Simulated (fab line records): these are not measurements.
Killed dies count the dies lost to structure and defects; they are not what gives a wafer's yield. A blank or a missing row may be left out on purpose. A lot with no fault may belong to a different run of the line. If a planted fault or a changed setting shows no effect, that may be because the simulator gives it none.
fab line records ; flow n5-finfet
record: lots: 12; wafers: 36; last-day: 17
route steps=1938 shown BEOL_M5@1175 PASSIVATION@1936
lots untouched by any fault: they come from a run of this same line in which no faults occurred
start-h: start of the lot's first displayed wafer, in hours after the record's first day ; wait-h: how many hours have passed since the lot's step before this one ; " identical to the entry in the row above ; L1.1+2: a single row standing in for several wafers ; - value missing, or start not given ; * or withheld: withheld ; < > ~ a bound
route shown NAME@n: names a module that has steps shown in the file, with the first one's number in the route ; usual: mean/standard deviation of fault-free wafers ; same: alike in all rows ; chamber/n: place in a boat ; sites: readings site by site ; _std_site: how widely they spread, as a standard deviation ; _edge_site: inner sites' mean taken away from outer sites' mean ; radius-mm: how far each site lies from the wafer's centre ; mask NAME#n: copy n ; behind: the tool/chamber that last shaped the wafer ; hold: what put the lot on hold/how long, in hours/how the hold closed ; device: whichever transistor did not switch (one of n, p or np) ; end of line: the route-end tests of the same wafers ; step lacking rows: just its recipe ; killed: dies that structure and defects cost at the first sort, which is not the same as the wafer's yield ; map: per-die view of a wafer (x killed, . not killed, _ where there is no die)
set.NAME: the setting as run; set.NAME@STEP: as run at that earlier step ; model.NAME: the simulator's own value behind a step, which no gauge read
steps of the route over a sample of lots; a table a step, a row a wafer
services: from which hour (start-h, from the record's first day; less than 0 if before it) a tool's chamber was out of use, for how many hours, and why
== steps ==
step: N5_BEOL_M5_SPUTTER_48
recipe: material: Cu; target-thk-a: 150; temp-c: -20; chamber-pressure-pa: 0.07; power-w: withheld; time-s: 27.62
usual: chamber-pressure-pa: 0.06999/0.00013; chuck-gas-flow-sccm: 1.26/0.047; throttle-valve-pct: 30.0/0.97
lot.wafer;tool;chamber;start-h;wait-h;chamber-pressure-pa;chuck-gas-flow-sccm;throttle-valve-pct
L766.1;pvd-sputter-03;-;174.76;0.3;0.07009;1.25;31.9
L766.2;pvd-sputter-03;-;174.76;0.3;0.06989;1.27;30.5
L766.5;pvd-sputter-03;-;174.76;0.3;0.06999;1.30;29.9
L768.1;pvd-sputter-03;-;180.40;0.1;0.06984;1.26;30.7
L768.2;pvd-sputter-03;-;180.40;0.1;0.0699;1.25;32.0
L768.4;pvd-sputter-03;-;180.40;0.1;0.06997;1.27;29.9
L770.2;pvd-sputter-03;-;196.47;0.3;0.06996;1.29;31.8
L770.3;pvd-sputter-03;-;196.47;0.3;0.06996;1.29;29.8
L770.6;pvd-sputter-03;-;196.47;0.3;0.07018;1.30;30.6
L772.4;pvd-sputter-02;-;202.69;0.1;0.06993;1.33;28.8
L772.5;pvd-sputter-02;-;202.69;0.1;0.06983;1.25;29.0
L772.6;pvd-sputter-02;-;202.69;0.1;0.06986;1.25;28.8
L779.1;pvd-sputter-01;-;255.25;0.1;0.07014;1.17;29.1
L779.5;pvd-sputter-01;-;255.25;0.1;0.07018;1.30;30.1
L779.6;pvd-sputter-01;-;255.25;0.1;0.07016;1.27;30.8
L781.1;pvd-sputter-02;-;256.06;0.6;0.06988;1.25;28.8
L781.3;pvd-sputter-02;-;256.06;0.6;0.06982;1.27;30.8
L781.4;pvd-sputter-02;-;256.06;0.6;0.07013;1.29;28.0
L780.1;pvd-sputter-01;-;278.57;0.1;0.07;1.26;30.9
L780.4;pvd-sputter-01;-;278.57;0.1;0.07002;1.24;29.9
L780.5;pvd-sputter-01;-;278.57;0.1;0.07001;1.21;30.8
L784.2;pvd-sputter-01;-;288.03;0.1;0.06985;1.22;30.4
L784.4;pvd-sputter-01;-;288.03;0.1;0.06998;1.23;29.6
L784.6;pvd-sputter-01;-;288.03;0.1;0.06999;1.30;30.6
L783.1;pvd-sputter-02;-;288.66;0.3;0.07008;1.29;28.1
L783.4;pvd-sputter-02;-;288.66;0.3;0.07018;1.22;29.0
L783.5;pvd-sputter-02;-;288.66;0.3;0.07012;1.28;29.0
L786.1;pvd-sputter-02;-;308.13;0.1;0.07;1.23;28.7
L786.2;pvd-sputter-02;-;308.13;0.1;0.06986;1.18;27.9
L786.6;pvd-sputter-02;-;308.13;0.1;0.06992;1.30;27.9
L789.1;pvd-sputter-01;-;317.63;0.1;0.06995;1.29;29.7
L789.2;pvd-sputter-01;-;317.63;0.1;0.07011;1.25;30.8
L789.3;pvd-sputter-01;-;317.63;0.1;0.06998;1.20;30.2
L787.3;pvd-sputter-02;-;317.83;0.2;0.06993;1.21;30.6
L787.5;pvd-sputter-02;-;317.83;0.2;0.07;1.27;28.8
L787.6;pvd-sputter-02;-;317.83;0.2;0.07012;1.31;30.3
step: N5_BEOL_M5_ANNEAL_82
recipe: temp-c: 400; time-s: 1800; ambient: vacuum
usual: heater-power-w: 827/62
lot.wafer;tool;chamber;start-h;wait-h;heater-power-w
L766.1;pvd-sputter-03;-;175.92;0.0;740
L766.2;pvd-sputter-03;-;175.92;0.0;846
L766.5;pvd-sputter-03;-;175.92;0.0;916
L768.1;pvd-sputter-03;-;181.57;0.0;853
L768.2;pvd-sputter-03;-;181.57;0.0;768
L768.4;pvd-sputter-03;-;181.57;0.0;952
L770.2;pvd-sputter-03;-;197.64;0.0;773
L770.3;pvd-sputter-03;-;197.64;0.0;955
L770.6;pvd-sputter-03;-;197.64;0.0;872
L772.4;pvd-sputter-02;-;203.85;0.0;756
L772.5;pvd-sputter-02;-;203.85;0.0;858
L772.6;pvd-sputter-02;-;203.85;0.0;756
L779.1;pvd-sputter-01;-;256.41;0.0;766
L779.5;pvd-sputter-01;-;256.41;0.0;793
L779.6;pvd-sputter-01;-;256.41;0.0;822
L781.1;pvd-sputter-02;-;257.23;0.0;771
L781.3;pvd-sputter-02;-;257.23;0.0;752
L781.4;pvd-sputter-02;-;257.23;0.0;787
L780.1;pvd-sputter-01;-;279.74;0.0;816
L780.4;pvd-sputter-01;-;279.74;0.0;788
L780.5;pvd-sputter-01;-;279.74;0.0;806
L784.2;pvd-sputter-01;-;289.20;0.0;894
L784.4;pvd-sputter-01;-;289.20;0.0;790
L784.6;pvd-sputter-01;-;289.20;0.0;869
L783.1;pvd-sputter-02;-;289.83;0.0;784
L783.4;pvd-sputter-02;-;289.83;0.0;751
L783.5;pvd-sputter-02;-;289.83;0.0;757
L786.1;pvd-sputter-02;-;309.29;0.0;768
L786.2;pvd-sputter-02;-;309.29;0.0;776
L786.6;pvd-sputter-02;-;309.29;0.0;789
L789.1;pvd-sputter-01;-;318.79;0.0;770
L789.2;pvd-sputter-01;-;318.79;0.0;814
L789.3;pvd-sputter-01;-;318.79;0.0;880
L787.3;pvd-sputter-02;-;319.00;0.0;747
L787.5;pvd-sputter-02;-;319.00;0.0;777
L787.6;pvd-sputter-02;-;319.00;0.0;769
step: N5_BEOL_M5_ANNEAL_84
recipe: temp-c: 400; time-s: 1800; ambient: vacuum
usual: heater-power-w: 829/63
lot.wafer;tool;chamber;start-h;wait-h;heater-power-w
L766.1;pvd-sputter-03;-;177.01;0.0;778
L766.2;pvd-sputter-03;-;177.01;0.0;869
L766.5;pvd-sputter-03;-;177.01;0.0;940
L768.1;pvd-sputter-03;-;182.66;0.0;880
L768.2;pvd-sputter-03;-;182.66;0.0;772
L768.4;pvd-sputter-03;-;182.66;0.0;937
L770.2;pvd-sputter-03;-;198.72;0.0;787
L770.3;pvd-sputter-03;-;198.72;0.0;943
L770.6;pvd-sputter-03;-;198.72;0.0;875
L772.4;pvd-sputter-02;-;204.94;0.0;750
L772.5;pvd-sputter-02;-;204.94;0.0;881
L772.6;pvd-sputter-02;-;204.94;0.0;740
L779.1;pvd-sputter-01;-;257.50;0.0;771
L779.5;pvd-sputter-01;-;257.50;0.0;812
L779.6;pvd-sputter-01;-;257.50;0.0;808
L781.1;pvd-sputter-02;-;258.32;0.0;742
L781.3;pvd-sputter-02;-;258.32;0.0;751
L781.4;pvd-sputter-02;-;258.32;0.0;758
L780.1;pvd-sputter-01;-;280.83;0.0;827
L780.4;pvd-sputter-01;-;280.83;0.0;776
L780.5;pvd-sputter-01;-;280.83;0.0;825
L784.2;pvd-sputter-01;-;290.29;0.0;877
L784.4;pvd-sputter-01;-;290.29;0.0;753
L784.6;pvd-sputter-01;-;290.29;0.0;894
L783.1;pvd-sputter-02;-;290.92;0.0;766
L783.4;pvd-sputter-02;-;290.92;0.0;759
L783.5;pvd-sputter-02;-;290.92;0.0;770
L786.1;pvd-sputter-02;-;310.38;0.0;748
L786.2;pvd-sputter-02;-;310.38;0.0;778
L786.6;pvd-sputter-02;-;310.38;0.0;766
L789.1;pvd-sputter-01;-;319.89;0.0;780
L789.2;pvd-sputter-01;-;319.89;0.0;781
L789.3;pvd-sputter-01;-;319.89;0.0;896
L787.3;pvd-sputter-02;-;320.09;0.0;773
L787.5;pvd-sputter-02;-;320.09;0.0;752
L787.6;pvd-sputter-02;-;320.09;0.0;777
step: N5_BEOL_M5_SPUTTER_90
recipe: material: Cu; target-thk-a: 45; temp-c: -20; chamber-pressure-pa: 0.07; power-w: withheld; time-s: 8.29
usual: chamber-pressure-pa: 0.06999/0.00013; chuck-gas-flow-sccm: 1.26/0.05; throttle-valve-pct: 30.0/0.96
lot.wafer;tool;chamber;start-h;wait-h;chamber-pressure-pa;chuck-gas-flow-sccm;throttle-valve-pct
L766.1;pvd-sputter-03;-;179.10;0.5;0.07012;1.28;31.9
L766.2;pvd-sputter-03;-;179.10;0.5;0.07005;1.25;30.9
L766.5;pvd-sputter-03;-;179.10;0.5;0.07004;1.18;29.9
L768.1;pvd-sputter-03;-;184.75;0.5;0.06992;1.15;30.7
L768.2;pvd-sputter-03;-;184.75;0.5;0.07026;1.20;32.0
L768.4;pvd-sputter-03;-;184.75;0.5;0.06993;1.27;29.8
L770.2;pvd-sputter-03;-;200.82;0.5;0.07;1.38;32.2
L770.3;pvd-sputter-03;-;200.82;0.5;0.06974;1.31;30.0
L770.6;pvd-sputter-03;-;200.82;0.5;0.07;1.20;30.7
L772.4;pvd-sputter-02;-;207.03;0.5;0.06987;1.24;28.9
L772.5;pvd-sputter-02;-;207.03;0.5;0.07012;1.22;28.9
L772.6;pvd-sputter-02;-;207.03;0.5;0.06987;1.19;28.7
L779.1;pvd-sputter-01;-;259.59;0.5;-;-;-
L779.5;pvd-sputter-01;-;259.59;0.5;-;-;-
L779.6;pvd-sputter-01;-;259.59;0.5;-;-;-
L781.1;pvd-sputter-02;-;260.41;0.5;-;-;-
L781.3;pvd-sputter-02;-;260.41;0.5;-;-;-
L781.4;pvd-sputter-02;-;260.41;0.5;-;-;-
L780.1;pvd-sputter-01;-;282.92;0.5;-;-;-
L780.4;pvd-sputter-01;-;282.92;0.5;-;-;-
L780.5;pvd-sputter-01;-;282.92;0.5;-;-;-
L784.2;pvd-sputter-01;-;292.38;0.5;0.07005;1.21;30.6
L784.4;pvd-sputter-01;-;292.38;0.5;0.06988;1.28;29.8
L784.6;pvd-sputter-01;-;292.38;0.5;0.07006;1.27;30.2
L783.1;pvd-sputter-02;-;293.01;0.5;0.06994;1.24;27.8
L783.4;pvd-sputter-02;-;293.01;0.5;0.06986;1.26;28.9
L783.5;pvd-sputter-02;-;293.01;0.5;0.06994;1.31;28.9
L786.1;pvd-sputter-02;-;312.47;0.5;0.07011;1.23;28.9
L786.2;pvd-sputter-02;-;312.47;0.5;0.07015;1.27;28.1
L786.6;pvd-sputter-02;-;312.47;0.5;0.07;1.21;27.6
L789.1;pvd-sputter-01;-;322.15;0.5;0.07009;1.27;29.4
L789.2;pvd-sputter-01;-;322.15;0.5;0.06983;1.19;30.6
L789.3;pvd-sputter-01;-;322.15;0.5;0.06993;1.37;30.4
L787.3;pvd-sputter-02;-;322.18;0.5;0.06983;1.27;30.3
L787.5;pvd-sputter-02;-;322.18;0.5;0.07007;1.29;29.0
L787.6;pvd-sputter-02;-;322.18;0.5;0.06984;1.17;30.6
step: N5_PASSIVATION_PROBE_49
usual: defect-limited-yield: 91.1/1.4; killed_at_M0_to_M3: 34/11; killed_at_M4_up: 14/5.7; killed-at-contacts: 14/6.9; killed-at-front-end: 40/11; killed-at-other: 4/3.1; killed-dies: 105/17; killed-open: 70/13; killed-short: 34/7.6; sort_bin_5_function: 5.3/0.95; sort_bin_6_memory: 3.3/0.64; sort-n-pass: 1075/17; sort-yield-pct: 91.1/1.4
same: gross-dies: 1180; killed-at-back-side: 0; sort_bin_4_leakage[%]: 0; sort_bin_8_speed[%]: 0
lot.wafer;tool;chamber;start-h;wait-h;defect-limited-yield[%];killed_at_M0_to_M3;killed_at_M4_up;killed-at-contacts;killed-at-front-end;killed-at-other;killed-dies;killed-open;killed-short;sort_bin_5_function[%];sort_bin_6_memory[%];sort-n-pass;sort-yield-pct[%]
L766.1;prober-02;-;266.81;0.0;91.3;32;23;14;30;4;103;72;30;5.7;2.8;1077;91.3
L766.2;prober-02;-;266.86;0.1;90.9;35;13;8;49;2;107;61;45;5.8;2.7;1073;90.9
L766.5;prober-02;-;267.01;0.2;91.2;33;9;17;39;6;104;64;40;5.4;2.9;1076;91.2
L768.1;prober-01;-;270.51;0.0;92.3;35;6;9;37;4;91;59;32;4.5;3.1;1089;92.3
L768.2;prober-01;-;270.56;0.1;88.6;53;11;10;52;8;134;88;43;6.2;4.7;1046;88.6
L768.4;prober-01;-;270.66;0.2;92.3;29;15;8;30;9;91;62;29;4.7;2.9;1089;92.3
L770.2;prober-02;-;298.59;0.1;92.6;20;12;16;27;12;87;63;22;4.2;2.8;1093;92.6
L770.3;prober-02;-;298.64;0.1;93.9;24;4;6;37;1;72;49;20;3.5;2.5;1108;93.9
L770.6;prober-02;-;298.79;0.3;92.0;20;8;11;41;14;94;64;28;4.5;3.1;1086;92.0
L772.4;prober-01;-;309.19;0.2;90.4;34;11;12;52;4;113;73;40;5.0;4.4;1067;90.4
L772.5;prober-01;-;309.24;0.2;91.2;37;7;10;46;4;104;75;29;5.8;2.9;1076;91.2
L772.6;prober-01;-;309.29;0.3;90.7;30;9;6;63;2;110;70;39;5.1;3.9;1070;90.7
L779.1;prober-01;-;348.40;0.2;93.1;30;11;9;31;0;81;55;26;4.4;2.3;1099;93.1
L779.5;prober-01;-;348.60;0.4;90.1;52;8;18;37;2;117;73;41;6.0;3.6;1063;90.1
L779.6;prober-01;-;348.65;0.5;93.3;25;24;11;19;0;79;56;21;4.4;2.1;1101;93.3
L781.1;prober-01;-;358.83;0.0;90.1;38;25;13;41;0;117;77;35;5.7;3.6;1063;90.1
L781.3;prober-01;-;358.93;0.1;93.5;31;11;5;26;4;77;43;30;4.0;2.3;1103;93.5
L781.4;prober-01;-;358.98;0.2;93.5;23;19;6;28;1;77;47;27;4.0;2.5;1103;93.5
L780.1;prober-01;-;369.38;0.0;88.9;33;11;31;45;11;131;84;47;7.1;3.6;1049;88.9
L780.4;prober-01;-;369.53;0.2;88.6;48;11;11;55;10;135;83;52;7.2;4.0;1045;88.6
L780.5;prober-01;-;369.58;0.2;90.7;34;15;6;50;5;110;67;41;5.0;3.9;1070;90.7
L784.2;prober-02;-;378.90;0.1;89.9;46;18;15;39;1;119;87;31;5.4;4.5;1061;89.9
L784.4;prober-02;-;379.00;0.2;91.4;32;28;14;28;0;102;74;28;5.2;3.2;1078;91.4
L784.6;prober-02;-;379.10;0.3;90.4;27;27;27;29;3;113;75;33;5.3;3.9;1067;90.4
L783.1;prober-01;-;381.56;0.0;90.7;26;6;23;54;1;110;72;37;5.3;3.7;1070;90.7
L783.4;prober-01;-;381.71;0.2;89.1;26;9;30;61;3;129;84;45;6.1;4.0;1051;89.1
L783.5;prober-01;-;381.76;0.2;89.8;34;6;20;55;5;120;79;38;6.5;3.5;1060;89.8
L786.1;prober-02;-;409.63;0.0;90.3;54;8;14;31;7;114;74;38;6.4;2.9;1066;90.3
L786.2;prober-02;-;409.68;0.1;90.7;50;10;10;35;5;110;78;32;6.0;3.2;1070;90.7
L786.6;prober-02;-;409.88;0.3;89.4;60;12;10;33;10;125;83;42;6.4;3.2;1055;89.4
L789.1;prober-02;-;410.95;0.0;92.2;28;15;13;36;0;92;61;29;4.5;3.0;1088;92.2
L789.2;prober-02;-;411.00;0.1;89.9;38;24;21;35;1;119;78;38;5.7;3.8;1061;89.9
L789.3;prober-02;-;411.05;0.1;89.5;33;10;14;66;1;124;85;38;5.8;4.4;1056;89.5
L787.3;prober-01;-;411.07;0.1;92.0;29;7;15;38;5;94;58;34;5.2;2.7;1086;92.0
L787.5;prober-01;-;411.17;0.2;90.8;32;5;19;47;5;108;72;35;6.0;2.8;1072;90.8
L787.6;prober-01;-;411.22;0.3;88.9;34;9;36;45;7;131;100;31;6.6;4.1;1049;88.9
killed by level:class
L766.1 BEOL_M4:geometric-particle:open=11 MOL_CONTACT_COAG:geometric-particle:open=10 BEOL_M3:geometric-particle:open=8 STI_FIN_REVEAL:geometric-particle:open=8 FIN_SAQP:geometric-particle:short=5 BEOL_M0_SAQP:geometric-particle:short=5 STARTING-WAFER:geometric-particle:open=5 GATE_CUT:geometric-particle:short=4
L766.2 FIN_SAQP:geometric-particle:open=12 BEOL_M0_SAQP:geometric-particle:short=10 FIN_SAQP:geometric-particle:short=9 MOL_CONTACT_COAG:geometric-particle:open=8 BEOL_M0_SAQP:geometric-particle:open=8 STI_FIN_REVEAL:geometric-particle:open=6 BEOL_M3:geometric-particle:short=6 BEOL_M1:geometric-particle:open=5
L766.5 MOL_CONTACT_COAG:geometric-particle:open=14 STI_FIN_REVEAL:geometric-particle:open=10 BEOL_M3:geometric-particle:short=9 FIN_SAQP:geometric-particle:short=6 BEOL_M0_SAQP:geometric-particle:short=6 BEOL_M0_SAQP:geometric-particle:open=6 BEOL_M3:geometric-particle:open=5 BEOL_M4:geometric-particle:open=5
L768.1 BEOL_M0_SAQP:geometric-particle:short=9 FIN_SAQP:geometric-particle:open=7 MOL_CONTACT_COAG:geometric-particle:open=7 BEOL_M0_SAQP:geometric-particle:open=7 BEOL_M3:geometric-particle:open=6 STI_FIN_REVEAL:geometric-particle:open=5 DUMMY_GATE:geometric-particle:open=5 FIN_SAQP:geometric-particle:short=4
L768.2 STI_FIN_REVEAL:geometric-particle:open=13 BEOL_M3:geometric-particle:open=13 BEOL_M0_SAQP:geometric-particle:short=12 BEOL_M0_SAQP:geometric-particle:open=12 DUMMY_GATE:geometric-particle:open=8 MOL_CONTACT_COAG:geometric-particle:open=8 FIN_SAQP:geometric-particle:open=5 FIN_SAQP:geometric-particle:short=4
L768.4 FIN_SAQP:geometric-particle:open=9 MOL_CONTACT_COAG:geometric-particle:open=8 BEOL_M0_SAQP:geometric-particle:short=8 BEOL_M1:geometric-particle:open=7 GATE_CUT:geometric-particle:short=6 BEOL_M3:geometric-particle:open=5 BEOL_M0_SAQP:geometric-particle:open=5 BEOL_M4:geometric-particle:open=5
L770.2 MOL_CONTACT_COAG:geometric-particle:open=12 FIN_SAQP:geometric-particle:open=11 BEOL_M0:geometric-particle:open=6 BEOL_M4:geometric-particle:open=6 BEOL_M0_SAQP:geometric-particle:open=5 MOL_CONTACT_COAG:geometric-particle:short=4 MIM_TOP_ETCH:geometric-particle:short=3 STI_FIN_REVEAL:geometric-particle:open=3
L770.3 FIN_SAQP:geometric-particle:open=12 FIN_SAQP:geometric-particle:short=6 STI_FIN_REVEAL:geometric-particle:open=6 BEOL_M1:geometric-particle:open=6 MOL_CONTACT_COAG:geometric-particle:open=5 BEOL_M1:geometric-particle:short=5 BEOL_M0_SAQP:geometric-particle:open=4 BEOL_M0:geometric-particle:open=4
L770.6 FIN_SAQP:geometric-particle:open=12 MOL_CONTACT_COAG:geometric-particle:open=11 BEOL_M0_SAQP:geometric-particle:short=8 FIN_SAQP:geometric-particle:short=7 STI_FIN_REVEAL:geometric-particle:open=5 BEOL_M4:geometric-particle:open=5 STARTING-WAFER:geometric-particle:open=5 PAD_METAL:geometric-particle:open=4
L772.4 FIN_SAQP:geometric-particle:open=15 FIN_SAQP:geometric-particle:short=12 BEOL_M0_SAQP:geometric-particle:open=10 MOL_CONTACT_COAG:geometric-particle:open=9 BEOL_M0_SAQP:geometric-particle:short=8 DUMMY_GATE:geometric-particle:open=6 BEOL_M0:geometric-particle:open=6 DUMMY_GATE:geometric-particle:short=4
L772.5 FIN_SAQP:geometric-particle:open=11 FIN_SAQP:geometric-particle:short=9 MOL_CONTACT_COAG:geometric-particle:open=8 BEOL_M3:geometric-particle:open=7 BEOL_M0:geometric-particle:open=7 DUMMY_GATE:geometric-particle:open=6 BEOL_M0_SAQP:geometric-particle:short=6 BEOL_M2:geometric-particle:open=6
L772.6 STI_FIN_REVEAL:geometric-particle:open=15 FIN_SAQP:geometric-particle:open=12 FIN_SAQP:geometric-particle:short=11 BEOL_M2:geometric-particle:open=8 BEOL_M3:geometric-particle:open=6 DUMMY_GATE:geometric-particle:short=5 BEOL_M0_SAQP:geometric-particle:open=5 GATE_CUT:geometric-particle:short=4
L779.1 STI_FIN_REVEAL:geometric-particle:open=12 BEOL_M3:geometric-particle:open=9 BEOL_M0_SAQP:geometric-particle:short=7 MOL_CONTACT_COAG:geometric-particle:open=6 BEOL_M0_SAQP:geometric-particle:open=4 BEOL_M0:geometric-particle:open=4 BEOL_M4:geometric-particle:open=4 STI_FIN_REVEAL:geometric-particle:short=3
L779.5 BEOL_M1:geometric-particle:open=16 BEOL_M0_SAQP:geometric-particle:short=14 MOL_CONTACT_COAG:geometric-particle:open=13 STI_FIN_REVEAL:geometric-particle:open=11 BEOL_M0_SAQP:geometric-particle:open=11 FIN_SAQP:geometric-particle:short=7 FIN_SAQP:geometric-particle:open=5 MOL_CONTACT_COAG:geometric-particle:short=5
L779.6 BEOL_M0_SAQP:geometric-particle:open=8 STI_FIN_REVEAL:geometric-particle:open=6 MOL_CONTACT_COAG:geometric-particle:open=6 BEOL_M5:geometric-particle:open=6 MOL_CONTACT_COAG:geometric-particle:short=5 BEOL_M0_SAQP:geometric-particle:short=5 BEOL_M4:geometric-particle:open=5 BEOL_M6:geometric-particle:open=5
L781.1 BEOL_M0_SAQP:geometric-particle:open=12 BEOL_M4:geometric-particle:open=11 MOL_CONTACT_COAG:geometric-particle:open=11 FIN_SAQP:geometric-particle:short=10 BEOL_M0_SAQP:geometric-particle:short=9 FIN_SAQP:geometric-particle:open=8 STI_FIN_REVEAL:geometric-particle:open=6 BEOL_M2:geometric-particle:open=5
L781.3 BEOL_M1:geometric-particle:open=9 FIN_SAQP:geometric-particle:short=6 BEOL_M0_SAQP:geometric-particle:short=6 BEOL_M2:geometric-particle:open=5 STI_FIN_REVEAL:geometric-particle:open=3 ILD0:geometric-particle:short=3 MOL_CONTACT_COAG:geometric-particle:open=3 BEOL_M0_SAQP:geometric-particle:open=3
L781.4 BEOL_M4:geometric-particle:open=10 STI_FIN_REVEAL:geometric-particle:open=8 BEOL_M0_SAQP:geometric-particle:short=7 FIN_SAQP:geometric-particle:open=6 MOL_CONTACT_COAG:geometric-particle:open=6 BEOL_M0_SAQP:geometric-particle:open=6 BEOL_M2:geometric-particle:open=6 GATE_CUT:geometric-particle:short=4
L780.1 MOL_CONTACT_COAG:geometric-particle:short=16 MOL_CONTACT_COAG:geometric-particle:open=15 FIN_SAQP:geometric-particle:open=14 STI_FIN_REVEAL:geometric-particle:open=12 BEOL_M0_SAQP:geometric-particle:open=9 BEOL_M0_SAQP:geometric-particle:short=8 BEOL_M4:geometric-particle:open=7 PASS1_CAP:geometric-particle:short=6
L780.4 FIN_SAQP:geometric-particle:open=18 BEOL_M0_SAQP:geometric-particle:short=13 BEOL_M0_SAQP:geometric-particle:open=13 FIN_SAQP:geometric-particle:short=10 MOL_CONTACT_COAG:geometric-particle:open=8 STI_FIN_REVEAL:geometric-particle:open=6 BEOL_M3:geometric-particle:open=6 STARTING-WAFER:geometric-particle:short=6
L780.5 FIN_SAQP:geometric-particle:short=13 FIN_SAQP:geometric-particle:open=9 DUMMY_GATE:geometric-particle:open=9 STI_FIN_REVEAL:geometric-particle:open=8 BEOL_M0_SAQP:geometric-particle:short=7 BEOL_M2:geometric-particle:open=6 MOL_CONTACT_COAG:geometric-particle:open=6 BEOL_M0_SAQP:geometric-particle:open=5
L784.2 BEOL_M3:geometric-particle:open=17 MOL_CONTACT_COAG:geometric-particle:open=14 FIN_SAQP:geometric-particle:open=9 BEOL_M0_SAQP:geometric-particle:short=9 BEOL_M4:geometric-particle:open=9 DUMMY_GATE:geometric-particle:open=8 BEOL_M2:geometric-particle:open=6 GATE_CUT:geometric-particle:short=4
L784.4 BEOL_M4:geometric-particle:open=14 BEOL_M3:geometric-particle:open=13 MOL_CONTACT_COAG:geometric-particle:open=10 STI_FIN_REVEAL:geometric-particle:open=9 BEOL_M0:geometric-particle:open=6 BEOL_M4:geometric-particle:short=6 MOL_CONTACT_COAG:geometric-particle:short=4 BEOL_M0_SAQP:geometric-particle:open=4
L784.6 MOL_CONTACT_COAG:geometric-particle:open=21 BEOL_M4:geometric-particle:open=10 BEOL_M0_SAQP:geometric-particle:short=9 BEOL_M0_SAQP:geometric-particle:open=9 STI_FIN_REVEAL:geometric-particle:open=8 FIN_SAQP:geometric-particle:open=6 MOL_CONTACT_COAG:geometric-particle:short=6 DUMMY_GATE:geometric-particle:open=4
L783.1 MOL_CONTACT_COAG:geometric-particle:open=18 FIN_SAQP:geometric-particle:short=12 DUMMY_GATE:geometric-particle:open=10 STI_FIN_REVEAL:geometric-particle:open=8 FIN_SAQP:geometric-particle:open=5 MOL_CONTACT_COAG:geometric-particle:short=5 BEOL_M0_SAQP:geometric-particle:open=5 BEOL_M2:geometric-particle:open=5
L783.4 MOL_CONTACT_COAG:geometric-particle:open=24 FIN_SAQP:geometric-particle:short=16 STI_FIN_REVEAL:geometric-particle:open=12 FIN_SAQP:geometric-particle:open=7 STI_FIN_REVEAL:geometric-particle:short=6 DUMMY_GATE:geometric-particle:open=6 MOL_CONTACT_COAG:geometric-particle:short=6 BEOL_M2:geometric-particle:open=6
L783.5 MOL_CONTACT_COAG:geometric-particle:open=15 STI_FIN_REVEAL:geometric-particle:open=12 BEOL_M1:geometric-particle:open=10 FIN_SAQP:geometric-particle:short=7 DUMMY_GATE:geometric-particle:open=7 BEOL_M0_SAQP:geometric-particle:short=7 FIN_SAQP:geometric-particle:open=6 GATE_CUT:geometric-particle:open=6
L786.1 BEOL_M0_SAQP:geometric-particle:open=22 BEOL_M0_SAQP:geometric-particle:short=14 STI_FIN_REVEAL:geometric-particle:open=12 MOL_CONTACT_COAG:geometric-particle:open=10 BEOL_M1:geometric-particle:open=7 FIN_SAQP:geometric-particle:short=4 MOL_CONTACT_COAG:geometric-particle:short=4 STI_FIN_REVEAL:geometric-particle:short=3
L786.2 BEOL_M1:geometric-particle:open=14 STI_FIN_REVEAL:geometric-particle:open=13 BEOL_M0_SAQP:geometric-particle:short=10 MOL_CONTACT_COAG:geometric-particle:open=7 BEOL_M0:geometric-particle:open=6 BEOL_M2:geometric-particle:open=6 FIN_SAQP:geometric-particle:short=5 BEOL_M0_SAQP:geometric-particle:open=5
L786.6 BEOL_M0_SAQP:geometric-particle:open=22 BEOL_M0_SAQP:geometric-particle:short=14 STI_FIN_REVEAL:geometric-particle:open=11 BEOL_M1:geometric-particle:open=11 MOL_CONTACT_COAG:geometric-particle:open=7 BEOL_M3:geometric-particle:open=6 BEOL_M4:geometric-particle:open=5 GATE_CUT:geometric-particle:short=5
L789.1 MOL_CONTACT_COAG:geometric-particle:open=11 FIN_SAQP:geometric-particle:open=9 BEOL_M1:geometric-particle:open=9 BEOL_M4:geometric-particle:open=6 FIN_SAQP:geometric-particle:short=5 GATE_CUT:geometric-particle:short=5 STI_FIN_REVEAL:geometric-particle:open=4 DUMMY_GATE:geometric-particle:open=4
L789.2 MOL_CONTACT_COAG:geometric-particle:open=14 BEOL_M0_SAQP:geometric-particle:open=11 BEOL_M4:geometric-particle:open=11 FIN_SAQP:geometric-particle:short=9 FIN_SAQP:geometric-particle:open=8 BEOL_M0_SAQP:geometric-particle:short=8 MOL_CONTACT_COAG:geometric-particle:short=7 BEOL_M3:geometric-particle:open=7
L789.3 STI_FIN_REVEAL:geometric-particle:open=27 MOL_CONTACT_COAG:geometric-particle:open=13 FIN_SAQP:geometric-particle:short=11 FIN_SAQP:geometric-particle:open=9 STI_FIN_REVEAL:geometric-particle:short=9 BEOL_M2:geometric-particle:open=7 BEOL_M3:geometric-particle:open=6 BEOL_M0_SAQP:geometric-particle:open=4
L787.3 MOL_CONTACT_COAG:geometric-particle:open=13 BEOL_M0_SAQP:geometric-particle:short=10 BEOL_M0_SAQP:geometric-particle:open=9 GATE_CUT:geometric-particle:short=8 STI_FIN_REVEAL:geometric-particle:open=8 STARTING-WAFER:geometric-particle:open=5 DUMMY_GATE:geometric-particle:open=4 BEOL_M2:geometric-particle:open=4
L787.5 MOL_CONTACT_COAG:geometric-particle:open=17 STI_FIN_REVEAL:geometric-particle:open=15 BEOL_M0_SAQP:geometric-particle:short=10 BEOL_M0_SAQP:geometric-particle:open=8 STI_FIN_REVEAL:geometric-particle:short=6 GATE_CUT:geometric-particle:short=6 FIN_SAQP:geometric-particle:open=5 BEOL_M3:geometric-particle:open=5
L787.6 MOL_CONTACT_COAG:geometric-particle:open=33 BEOL_M1:geometric-particle:open=14 STI_FIN_REVEAL:geometric-particle:open=12 FIN_SAQP:geometric-particle:open=10 BEOL_M0_SAQP:geometric-particle:open=8 BEOL_M0_SAQP:geometric-particle:short=6 FIN_SAQP:geometric-particle:short=4 GATE_CUT:geometric-particle:short=4
== services ==
tool;chamber;start-h;hours;kind
pvd-sputter-03;-;235.09;39.9;repair
== key ==
first-sign: step: N5_BEOL_M5_SPUTTER_90; reading: tool-record; direction: missing
effect none on later readings
met-at N5_BEOL_M5_SPUTTER_90
struck-lots L779,L780,L781
not-acting-at N5_BEOL_M5_SPUTTER_48,N5_BEOL_M5_ANNEAL_82,N5_BEOL_M5_ANNEAL_84
onset-between 207.03 259.59
fault: kind: skipped-step-whole; tool: pvd-sputter-01,pvd-sputter-02; chamber: -; onset-h: 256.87; steps: N5_BEOL_M5_SPUTTER_90; scope: struck-lots-only
